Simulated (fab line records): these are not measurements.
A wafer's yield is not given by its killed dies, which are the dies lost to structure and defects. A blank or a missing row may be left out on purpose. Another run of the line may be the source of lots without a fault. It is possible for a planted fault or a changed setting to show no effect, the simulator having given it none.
Code-filled problem report in 8D (eight disciplines) form :: flow nand harc :: the parts of the form that need people (team, actions taken, sign-off) are left out

1. THE PROBLEM
cd nm at NHARC_A_M0_CD_MEAS_09 reads a mean of 88.9 nm on 6 wafers of 2 lots; wafers without a fault read 79.8 nm with a standard deviation of 0.57. Relative to the usual mean, that is a shift of +16 standard deviations.
The step: target cd 80 nm.
First seen on wafer L449.1, day 20 20:02, on cd sem-03. The record has a number at this step for 42 wafers belonging to 14 lots. By rule, "out" or "out of limits" means more than 4 standard deviations away from the usual mean. The other wafers with a number count as sound.

2. WHAT THIS IS AND IS NOT
question: which readings at this step
is: cd nm
is not: -

question: which lots
is: L449, L450
is not: L435, L436, L437, L438, L439, L440, L441, L442, L448, L452, L455, L456

question: which wafers of those lots
is: all that have a number
is not: -

question: read on which gauges
is: cd sem-03
is not: cd sem-01, cd sem-02

question: when
is: from day 20 20:02
is not: up to then (27 sound wafers); but 9 sound wafers of L452, L455, L456 came after

3. SUSPECTS, AND WHAT RULES EACH OUT
Counting: a tool at any process step up to the reading remains a suspect when it ran all the lots that are out and ran no sound lot after the first of those.
- the gauge at NHARC_A_M0_CD_MEAS_09 is ruled out. All the wafers that are out were read on cd sem-03, but those of them that NHARC_A_M0_PEB_07 has rows for are out there too, on other tools.
- rie diel-11 at NHARC_A_BLC_DESCUM_15 (chemistry O2, time 3 s): ruled out as a lasting fault. Following L449 (day 20 14:31), the first lot on it that is out, the sound lots L455, L456 were run on it.
- litho track-01 at NHARC_A_M0_PEB_07 (peb time 65 s): kept. It ran every lot that is out, first L449 (day 20 19:58), and no sound lot after that; its last sound lot up to then is L438 (day 18 21:46). Out on those wafers are its own readings of heater power total W, plate temp C.
After counting, what remains is litho track-01 at NHARC_A_M0_PEB_07.

4. THE CAUSE (what the simulator had put in)
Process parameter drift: litho track-01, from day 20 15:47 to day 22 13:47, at NHARC_A_M0_PEB_07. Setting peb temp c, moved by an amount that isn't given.
The count eliminated every tool but this one.

5. THE CHAIN OF EFFECTS, in route order
Each row: a reading where the mean over the struck wafers with a number is more than 3 standard deviations away from the usual. Only readings for which the record gives a usual standard deviation are gone through. hours: the time from each lot's start at the first step in this table that gives one to its start at this step, as a median over the lots. sigmas: the change in usual standard deviations.
hours: 0
step: NHARC_A_M0_PEB_07
reading: heater power total W
usual: 156.6 W
on struck wafers: 162.0
change: +5.4
sigmas: +14

hours: 0
step: NHARC_A_M0_PEB_07
reading: plate temp C
usual: 100.02 C
on struck wafers: 102.51
change: +2.49
sigmas: +21

hours: 0
step: NHARC_A_M0_CD_MEAS_09
reading: cd nm
usual: 79.8 nm
on struck wafers: 88.9
change: +9.1
sigmas: +16
Process steps it contains:
- NHARC_A_M0_PEB_07: peb time 65 s.

6. WHAT WOULD HAVE CAUGHT IT SOONER
4 hours passed between the start of the fault at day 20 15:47 and the first reading out of limits at a measuring or inspecting step in this record, taken at day 20 20:02.
The tool's own readings at NHARC_A_M0_PEB_07 were out on every struck wafer that the step has a row for (heater power total W, plate temp C): an alarm limit on them would have fired on the first of those.
L450, from the lots that are out (2), started NHARC_A_M0_PEB_07 on litho track-01 later than day 20 20:02. A hold on the tool at that time would have spared it.
